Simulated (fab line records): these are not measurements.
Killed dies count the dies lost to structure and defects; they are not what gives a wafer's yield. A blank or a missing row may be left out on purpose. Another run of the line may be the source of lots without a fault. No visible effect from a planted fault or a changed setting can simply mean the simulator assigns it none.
fab line records	flow n5_finfet
record: lots: 6	wafers: 18	last_day: 18
route steps=1938 shown BEOL_M15@1788
lots with no fault: from the same line, run without faults
start_h: the number of hours between the record's first day and the start of the first shown wafer of the lot	wait_h: hours elapsed since this lot's preceding step	" unchanged from the row above	L1.1+2: a single row standing in for several wafers	- value missing, or start not given	* or withheld: withheld	< > ~ a bound
route shown NAME@n: names a module that has steps shown in the file, with the first one's number in the route	usual: average and standard deviation across the fault-free wafers	same: alike in all rows	chamber/n: place in a boat	sites: per-site readings	_std_site: the standard deviation of these	_edge_site: the outer-site mean with the inner-site mean subtracted	radius_mm: for every site, how far away it sits from the centre of the wafer	mask NAME#n: copy n	behind: the last tool/chamber to shape the wafer	hold: reason for holding the lot/hours on hold/outcome of the hold	device: names the non-switching transistor (n, p or np)	end of line: at the end of the route, the tests of the same wafers	step lacking rows: just its recipe	killed: at the first sort, the dies lost to defects and structure; wafer yield is something else	map: a wafer's dies, marking killed ones x, the rest . and places with no die _
set.NAME: the setting the step ran with; set.NAME@STEP: the setting that earlier step ran with	model.NAME: the simulator's own value behind a step, which no gauge read
lots at some steps of the route; a table a step, a row a wafer
services: from which hour (start_h, from the record's first day; less than 0 if before it) a tool's chamber was out of use, for how many hours, and why
== steps ==
step: N5_BEOL_M15_VIA_ETCH_16
recipe: chemistry: C4F8/O2/Ar	target: SiO2	he_inner_torr: 15	he_outer_torr: 30	target_depth_a: 17922	time_s: withheld	ion_energy_ev: 800	pressure_mtorr: 20	source_w: 1905	bias_w: 2040	Ar_flow_sccm: 400	C4F8_flow_sccm: 16	O2_flow_sccm: 12	ends: cleared
usual: drypump_motor_current_A: 5.78/0.28	he_inner_torr: 15.001/0.028	oes_product_au: 0.70/0.067	rf_fwd_power_W: 1900/5.9	rf_vpp_V: 2229/23	showerhead_plenum_p_Torr: 3.46/0.11	throttle_valve_pct: 30.78/0.24
lot.wafer	tool	chamber	start_h	wait_h	drypump_motor_current_A	he_inner_torr	oes_product_au	rf_fwd_power_W	rf_vpp_V	showerhead_plenum_p_Torr	throttle_valve_pct
L674.2	rie_diel-05	2	310.15	0.0	6.08	14.980	0.61	1899	2168	3.27	31.10
L674.4	"	0	"	"	5.64	15.005	0.78	1898	2275	3.50	30.43
L674.5	"	3	"	"	5.64	14.989	0.77	1892	2232	3.48	30.93
L672.1	rie_diel-03	3	340.71	0.0	5.46	14.950	0.67	1902	2234	3.30	30.98
L672.4	"	0	"	"	5.62	15.046	0.75	1909	2249	3.47	30.73
L672.5	"	2	"	"	5.71	15.010	0.74	1900	2239	3.62	30.64
L679.4	rie_diel-03	1	361.65	0.0	6.32	15.033	0.60	1902	2224	3.53	30.44
L679.5	"	3	"	"	5.46	15.002	0.67	1902	2231	3.30	31.01
L679.6	"	0	"	"	5.65	14.962	0.75	1895	2249	3.47	30.74
L681.2	rie_diel-06	1	368.06	0.0	5.42	14.952	0.66	1901	2224	3.52	30.80
L681.4	"	2	"	"	5.82	15.046	0.66	1910	2256	3.39	31.00
L681.5	"	3	"	"	5.82	14.974	0.72	1904	2193	3.32	30.44
L684.1	rie_diel-06	3	380.50	0.0	5.89	15.017	0.72	1897	2192	3.32	30.45
L684.3	"	2	"	"	5.84	15.022	0.65	1892	2258	3.39	31.01
L684.6	"	1	"	"	5.42	14.988	0.65	1899	2223	3.52	30.81
L690.1	rie_diel-05	0	414.14	0.0	5.62	14.983	0.75	1907	2271	3.48	30.48
L690.4	"	2	"	"	6.07	14.999	0.83	1898	2201	3.65	30.97
L690.6	"	2	"	"	6.04	15.058	0.83	1900	2203	3.65	30.96
step: N5_BEOL_M15_STRIP_63
recipe: chemistry: O2	power_w: 600	temp_c: 60	pressure_mtorr: 30	rf_frequency_hz: 6e+07	bias_power_w: 0	overash_fraction: 0.3	o2_flow_sccm: 225
usual: drypump_motor_current_A: 5.77/0.27	oes_product_au: 0.78/0.075	rf_vpp_V: 3.7/0.84	showerhead_plenum_p_Torr: 2.11/0.074	throttle_valve_pct: 16.63/0.23
lot.wafer	tool	chamber	start_h	wait_h	drypump_motor_current_A	oes_product_au	rf_hours_counter_h	rf_vpp_V	showerhead_plenum_p_Torr	throttle_valve_pct
L674.2	rie_diel-05	2	-	-	6.09	0.68	239	3.1	1.97	16.94
L674.4	"	0	"	"	5.61	0.88	41	3.5	2.12	16.14
L674.5	"	3	"	"	5.64	0.85	-	1.9	2.11	16.56
L672.1	rie_diel-03	3	-	-	5.46	0.74	170	3.3	2.01	16.85
L672.4	"	0	"	"	5.62	0.84	92	4.7	2.14	16.67
L672.5	"	2	"	"	5.71	0.82	-	3.9	2.20	16.41
L679.4	rie_diel-03	1	-	-	6.36	0.68	219	4.8	2.17	16.52
L679.5	"	3	"	"	5.45	0.74	-	4.1	2.00	16.85
L679.6	"	0	"	"	5.63	0.82	-	3.4	2.14	16.68
L681.2	rie_diel-06	1	-	-	5.41	0.72	200	3.0	2.18	16.87
L681.4	"	2	"	"	5.83	0.71	208	4.7	2.08	16.94
L681.5	"	3	"	"	5.87	0.81	-	3.4	2.01	16.31
L684.1	rie_diel-06	3	-	-	5.86	0.80	106	4.3	2.01	16.32
L684.3	"	2	"	"	5.83	0.72	213	4.0	2.08	16.97
L684.6	"	1	"	"	5.39	0.73	-	3.3	2.17	16.90
L690.1	rie_diel-05	0	-	-	5.61	0.84	74	2.7	2.11	16.20
L690.4	"	2	"	"	6.04	0.92	13	5.4	2.22	16.56
L690.6	"	2	"	"	6.05	0.93	-	3.3	2.22	16.57
step: N5_BEOL_M15_STRIP_64
recipe: chemistry: O2	power_w: 600	temp_c: 60	pressure_mtorr: 30	rf_frequency_hz: 6e+07	bias_power_w: 0	overash_fraction: 0.3	o2_flow_sccm: 225
usual: drypump_motor_current_A: 5.78/0.28	oes_product_au: 0.78/0.075	rf_vpp_V: 3.7/0.47	showerhead_plenum_p_Torr: 2.11/0.074	throttle_valve_pct: 16.63/0.24
lot.wafer	tool	chamber	start_h	wait_h	drypump_motor_current_A	oes_product_au	rf_hours_counter_h	rf_vpp_V	showerhead_plenum_p_Torr	throttle_valve_pct
L674.2	rie_diel-05	2	-	-	6.06	0.68	239	2.6	1.97	16.95
L674.4	"	0	"	"	5.62	0.88	41	3.2	2.12	16.13
L674.5	"	3	"	"	5.62	0.84	-	3.7	2.11	16.55
L672.1	rie_diel-03	3	-	-	5.47	0.74	170	3.0	2.01	16.84
L672.4	"	0	"	"	5.57	0.84	92	3.9	2.14	16.65
L672.5	"	2	"	"	5.73	0.83	-	3.0	2.20	16.41
L679.4	rie_diel-03	1	-	-	6.32	0.68	219	3.6	2.17	16.53
L679.5	"	3	"	"	5.46	0.75	-	3.8	2.00	16.85
L679.6	"	0	"	"	5.62	0.83	-	3.9	2.14	16.66
L681.2	rie_diel-06	1	-	-	5.41	0.73	200	3.9	2.18	16.88
L681.4	"	2	"	"	5.84	0.72	208	4.0	2.08	16.94
L681.5	"	3	"	"	5.87	0.81	-	3.8	2.02	16.33
L684.1	rie_diel-06	3	-	-	5.89	0.80	106	3.0	2.01	16.31
L684.3	"	2	"	"	5.84	0.72	213	4.2	2.08	16.95
L684.6	"	1	"	"	5.42	0.73	-	3.2	2.17	16.87
L690.1	rie_diel-05	0	-	-	5.62	0.84	74	3.8	2.11	16.19
L690.4	"	2	"	"	6.05	0.93	13	3.6	2.22	16.56
L690.6	"	2	"	"	6.03	0.93	-	4.6	2.22	16.56
step: N5_BEOL_M15_STRIP_65
recipe: chemistry: post_etch_residue_remover	time_s: 60	temp_c: 25	remover_ph: withheld	remover_water_wt_pct: withheld	remover_fluoride_wt_pct: withheld
step: N5_BEOL_M15_SRD_66
recipe: time_s: 30	temp_c: 23	rinse_liquid: diw	dry: n2_spin	spin_rpm: 1500	dry_time_s: 30
step: N5_BEOL_M15_CD_MEAS_17
recipe: target_cd_nm: 360	polarity: opening
usual: cd_nm: 361.9/2.6
lot.wafer	tool	chamber	start_h	wait_h	cd_nm
L674.2	cd_sem-01	-	310.56	0.0	364.3
L674.4	"	-	"	"	366.2
L674.5	"	-	"	"	364.6
L672.1	cd_sem-01	-	341.13	0.0	357.8
L672.4	"	-	"	"	363.5
L672.5	"	-	"	"	362.9
L679.4	cd_sem-02	-	362.07	0.0	364.2
L679.5	"	-	"	"	362.9
L679.6	"	-	"	"	363.7
L681.2	cd_sem-03	-	368.48	0.0	358.9
L681.4	"	-	"	"	361.3
L681.5	"	-	"	"	369.0
L684.1	cd_sem-01	-	380.91	0.0	361.7
L684.3	"	-	"	"	360.6
L684.6	"	-	"	"	361.7
L690.1	cd_sem-01	-	414.55	0.0	362.4
L690.4	"	-	"	"	362.1
L690.6	"	-	"	"	364.0
step: N5_BEOL_M15_COAT_56
recipe: resist: SOC	temp_c: 250	time_s: 60	spin_rpm: 1500	resist_thk_nm: 550
step: N5_BEOL_M15_ETCH_57
recipe: chemistry: N2/H2	target: SOC	source_w: 3000	bias_w: 350	time_s: 750	ion_energy_ev: 200	pressure_mtorr: 30	n2_flow_sccm: 200	h2_flow_sccm: 200
usual: drypump_motor_current_A: 5.78/0.26	oes_product_au: 0.79/0.078	rf_fwd_power_W: 2996/9	rf_vpp_V: 524.3/2.4	showerhead_plenum_p_Torr: 2.56/0.081	throttle_valve_pct: 17.8/0.31
lot.wafer	tool	chamber	start_h	wait_h	drypump_motor_current_A	oes_product_au	rf_fwd_power_W	rf_hours_counter_h	rf_vpp_V	showerhead_plenum_p_Torr	throttle_valve_pct
L674.2	rie_diel-03	0	310.68	-	5.63	0.83	2994	83	525.2	2.59	17.9
L674.4	"	3	"	"	5.48	0.76	3006	161	519.1	2.46	18.1
L674.5	"	1	"	"	6.30	0.69	2999	-	526.6	2.63	17.5
L672.1	rie_diel-03	0	341.23	-	5.61	0.82	3004	92	523.8	2.59	17.9
L672.4	"	2	"	"	5.71	0.82	2999	103	527.0	2.67	17.5
L672.5	"	3	"	"	5.45	0.75	2987	-	520.7	2.45	18.1
L679.4	rie_diel-03	2	362.17	-	5.71	0.82	2992	108	526.5	2.67	17.5
L679.5	"	0	"	"	5.64	0.82	2996	-	524.1	2.58	17.9
L679.6	"	3	"	"	5.46	0.75	3003	-	518.5	2.45	18.1
L681.2	rie_diel-06	0	368.58	-	6.13	0.69	2986	256	522.2	2.49	17.9
L681.4	"	1	"	"	5.41	0.72	2990	200	524.9	2.63	18.0
L681.5	"	2	"	"	5.85	0.73	2980	-	523.1	2.53	18.1
L684.1	rie_diel-03	2	381.02	-	5.71	0.81	3002	115	527.3	2.66	17.5
L684.3	"	0	"	"	5.61	0.81	3001	103	524.6	2.58	17.9
L684.6	"	2	"	"	5.71	0.80	2988	-	526.6	2.67	17.5
L690.1	rie_diel-06	2	414.69	-	5.84	0.71	2993	226	523.6	2.52	18.2
L690.4	"	1	"	"	5.40	0.71	3007	217	525.7	2.62	18.1
L690.6	"	3	"	"	5.88	0.77	2983	-	521.1	2.44	17.3
step: N5_BEOL_M15_COAT_60
recipe: resist: BARC	temp_c: 205	time_s: 60	spin_rpm: 1500	resist_thk_nm: 89
step: N5_BEOL_M15_COAT_22
recipe: spin_rpm: 1704	resist_thk_nm: 800
step: N5_BEOL_M15_EBR_24
recipe: solvent: PGMEA	ebr_width_mm: 1.5
step: N5_BEOL_M15_SOFTBAKE_23
recipe: temp_c: 130	time_s: 60
step: N5_BEOL_M15_EXPOSE_25
recipe: mask_id: M15	na: 0.8	source_shape: annular	sigma_inner: 0.5	sigma_outer: 0.8	polarization: unpolarized	target_cd_nm: 400	dose_mj: 35.5
usual: exposure_dose_mJ_cm2: 35.48/0.04	focus_offset_nm: 0.0/0.44	na: 0.8/0	stage_vel_mm_s: 500.02/0.25
lot.wafer	tool	chamber	start_h	wait_h	mask	exposure_dose_mJ_cm2	focus_offset_nm	na	stage_vel_mm_s
L674.2	krf_scanner-02	0	311.42	-	M15#0	35.46	0.6	0.8	499.43
L674.4	"	0	"	"	M15#0	35.50	0.0	0.8	499.46
L674.5	"	0	"	"	M15#0	35.52	0.1	0.8	499.79
L672.1	krf_scanner-01	0	341.83	-	M15#0	35.47	0.2	0.8	500.00
L672.4	"	0	"	"	M15#0	35.51	0.1	0.8	499.51
L672.5	"	0	"	"	M15#0	35.46	0.4	0.8	499.61
L679.4	krf_scanner-01	-	362.78	-	M15#0	-	-	-	-
L679.5	"	-	"	"	M15#0	-	-	-	-
L679.6	"	-	"	"	M15#0	-	-	-	-
L681.2	krf_scanner-01	-	369.19	-	M15#0	-	-	-	-
L681.4	"	-	"	"	M15#0	-	-	-	-
L681.5	"	-	"	"	M15#0	-	-	-	-
L684.1	krf_scanner-01	0	381.74	-	M15#0	35.40	0.1	0.8	499.39
L684.3	"	0	"	"	M15#0	35.46	-0.3	0.8	500.22
L684.6	"	0	"	"	M15#0	35.48	-0.6	0.8	500.20
L690.1	krf_scanner-02	0	415.41	-	M15#0	35.40	-0.4	0.8	499.80
L690.4	"	0	"	"	M15#0	35.39	-0.7	0.8	500.17
L690.6	"	0	"	"	M15#0	35.45	-0.3	0.8	500.40
step: N5_BEOL_M15_PEB_26
recipe: peb_temp_c: 130	peb_time_s: 90
== services ==
tool	chamber	start_h	hours	kind
krf_scanner-02	-	287.92	0.5	repair
krf_scanner-01	-	288.40	1.3	pm
rie_diel-06	3	291.33	1.9	repair
rie_diel-05	1	312.03	4.2	repair
krf_scanner-02	-	314.28	0.6	repair
krf_scanner-02	-	319.73	0.2	repair
rie_diel-05	1	326.87	-	clean
rie_diel-05	1	326.87	-	consumable_replace:focus_ring
rie_diel-05	1	326.87	16.5	scheduled_down
rie_diel-05	-	329.63	7.5	repair
krf_scanner-01	-	332.65	0.8	pm
krf_scanner-01	-	352.06	1.0	pm
krf_scanner-02	-	358.72	1.0	pm
rie_diel-05	3	365.69	3.9	repair
krf_scanner-02	-	366.64	1.3	pm
rie_diel-06	0	369.06	18.3	repair
rie_diel-06	0	387.43	-	clean
rie_diel-06	0	387.43	-	consumable_replace:focus_ring
rie_diel-06	0	387.43	22.2	scheduled_down
rie_diel-06	0	387.43	22.2	vent_cycle
krf_scanner-02	-	394.74	1.2	repair
krf_scanner-02	-	400.79	0.8	pm
krf_scanner-02	-	402.51	7.2	pm
rie_diel-06	0	414.97	6.0	repair
== key ==
first_sign: step: N5_BEOL_M15_EXPOSE_25	reading: tool_record	direction: missing
effect none on later readings
met_at N5_BEOL_M15_EXPOSE_25
struck_wafers L679.4,L679.5,L679.6,L681.2,L681.4,L681.5
later_rows_left_out L679.4,L679.5,L679.6,L681.2,L681.4,L681.5
sort_left_out L679.4,L679.5,L679.6,L681.2,L681.4,L681.5
onset_between 341.83 362.78
fault: kind: skipped_step_whole	tool: krf_scanner-01	chamber: -	onset_h: 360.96	steps: N5_BEOL_M15_EXPOSE_25	scope: struck_lots_only
sort_left_out: the simulated sort isn't trusted on such a fault, so these wafers' sort isn't shown, and their yield isn't known
later_rows_left_out: the simulator's readings of these wafers behind a module that went badly wrong aren't trusted and aren't shown, but for the sort
